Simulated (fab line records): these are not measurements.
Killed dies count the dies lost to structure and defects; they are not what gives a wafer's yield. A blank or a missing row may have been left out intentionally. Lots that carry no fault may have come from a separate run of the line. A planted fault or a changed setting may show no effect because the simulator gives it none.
Struck lot and sound lot, side by side / flow n5Finfet / 17 steps out of a route of 1938
Sound: the wafers L585.1, L585.3, L585.4. Struck: wafer L592.2; the same lot's L592.1 was not struck, so it is left out; see the end for the cause.
Order at every step that has rows: each side's tool, ch and its chambers, its first start. Under that, the readings that differ: sound wafers / struck wafers / difference of the means / sigmas: that difference in standard deviations of wafers without a fault.
alike: readings with means less than 2 such deviations apart, plus words and numbers identical on both sides. not compared: withheld readings, readings lacking a value on some wafer, bounds such as >300 that could conceal the same value, and numbers that have no deviation in the record and whose values overlap.
The two part at a step that has a row with sigmas, a row that says differs or no value, or rows on one side only. Numbers that don't overlap but have no deviation are shown without sigmas and don't part them. Lack of a reading on every wafer of one side parts them only where that side has two or more wafers.

first, 8 steps without rows for these wafers: N5_BEOL_M13_COAT_58 (time 60 s, resist thk 89 nm); N5_BEOL_M13_COAT_04 (resist thk 400 nm); N5_BEOL_M13_EBR_06; N5_BEOL_M13_SOFTBAKE_05 (time 60 s); N5_BEOL_M13_EXPOSE_07 (exposes mask V12); N5_BEOL_M13_PEB_08 (peb time 90 s); N5_BEOL_M13_DEVELOP_09 (develop time 45 s); N5_BEOL_M13_HARDBAKE_14 (time 120 s).
N5_BEOL_M13_CD_MEAS_10: target cd 190 nm.
  sound on cdSem-02 ch 0, day 11 20:40; struck on cdSem-03 ch 0, day 13 08:58
  alike: cdNm
N5_BEOL_M13_OVL_MEAS_11:
  sound on overlay-02 ch 0, day 11 20:41; struck on overlay-01 ch 0, day 13 08:59
  alike: V12_OVL
N5_BEOL_M13_INSPECT_12: inspects for defects (macro).
  sound: defectInspect-01 at day 11 20:43; struck: defectInspect-01 at day 13 09:01
  alike: rawDefectCount
N5_BEOL_M13_DESCUM_15: chemistry O2, time 7.9 s.
  sound on rieDiel-06 ch 0,1,3, day 11 20:45; struck on rieDiel-06 ch 3, day 13 09:03
  alike: biasPowerW, drypumpMotorCurrentA, oesProductAu, rfVppV, showerheadPlenumPTorr, throttleValvePct
  not compared: rfHoursCounterH
N5_BEOL_M13_ETCH_59: etches BARC in N2/H2, target depth 89 nm, overetch 26.7 nm, time 67.9 s.
  sound on rieDiel-06 ch 0,1,3, day 11 20:47; struck on rieDiel-06 ch 3, day 13 09:05
reading=model.coat_of_BEOL_M13_COAT_04.thkNm (nm); sound=319.4 321.8 317.8; struck=287.4; difference=-32.3; sigmas=
  alike: drypumpMotorCurrentA, oesProductAu, rfVppV, showerheadPlenumPTorr, throttleValvePct
  not compared: rfHoursCounterH
N5_BEOL_M13_VIA_ETCH_16: etches SiOC in C4F8/O2/Ar, target depth 921.7 nm.
  sound on rieDiel-06 ch 0,1,3, day 11 20:50; struck on rieDiel-06 ch 3, day 13 09:08
reading=model.coat_of_BEOL_M13_COAT_04.thkNm (nm); sound=73.6 74.2 70.2; struck=41.4; difference=-31.3; sigmas=
  alike: drypumpMotorCurrentA, oesProductAu, rfVppV, showerheadPlenumPTorr, throttleValvePct
N5_BEOL_M13_STRIP_63: strips in N2/H2.
  sound on plasmaAsher-01 ch 0,1, day 11 21:04; struck on plasmaAsher-02 ch 0, day 13 09:22
reading=oesProductAu (a.u.); sound=0.674 0.670 0.671; struck=0.661; difference=-0.011; sigmas=-2
reading=stripTimeToEndpointS (s); sound=28.7 28.9 27.7; struck=18.9; difference=-9.5; sigmas=-7
  alike: drypumpMotorCurrentA, heaterPowerW
  not compared: rfHoursCounterH
N5_BEOL_M13_STRIP_64: strips in N2/H2.
  sound on plasmaAsher-01 ch 0,1, day 11 21:08; struck on plasmaAsher-02 ch 0, day 13 09:26
reading=heaterPowerW (W); sound=381 384 327; struck=318; difference=-46; sigmas=-2
  alike: drypumpMotorCurrentA, oesProductAu, stripTimeToEndpointS
  not compared: rfHoursCounterH
N5_PASSIVATION_PROBE_49:
  sound: prober-01 at day 13 05:29; struck: prober-01 at day 14 21:49
reading=killedOpen; sound=82 83 91; struck=60; difference=-25; sigmas=-2
  alike: defectLimitedYield, killed_at_M0_to_M3, killed_at_M4_up, killedAtContacts, killedAtFrontEnd, killedAtOther, killedDies, killedOnRim, killedShort, sort_bin_5_function, sort_bin_6_memory, sort_bin_8_speed, sortNPass, sortYieldPct

== WHERE THEY PART ==
First at N5_BEOL_M13_STRIP_63; last, within this record, at N5_PASSIVATION_PROBE_49.

WHY: what the simulator had put in
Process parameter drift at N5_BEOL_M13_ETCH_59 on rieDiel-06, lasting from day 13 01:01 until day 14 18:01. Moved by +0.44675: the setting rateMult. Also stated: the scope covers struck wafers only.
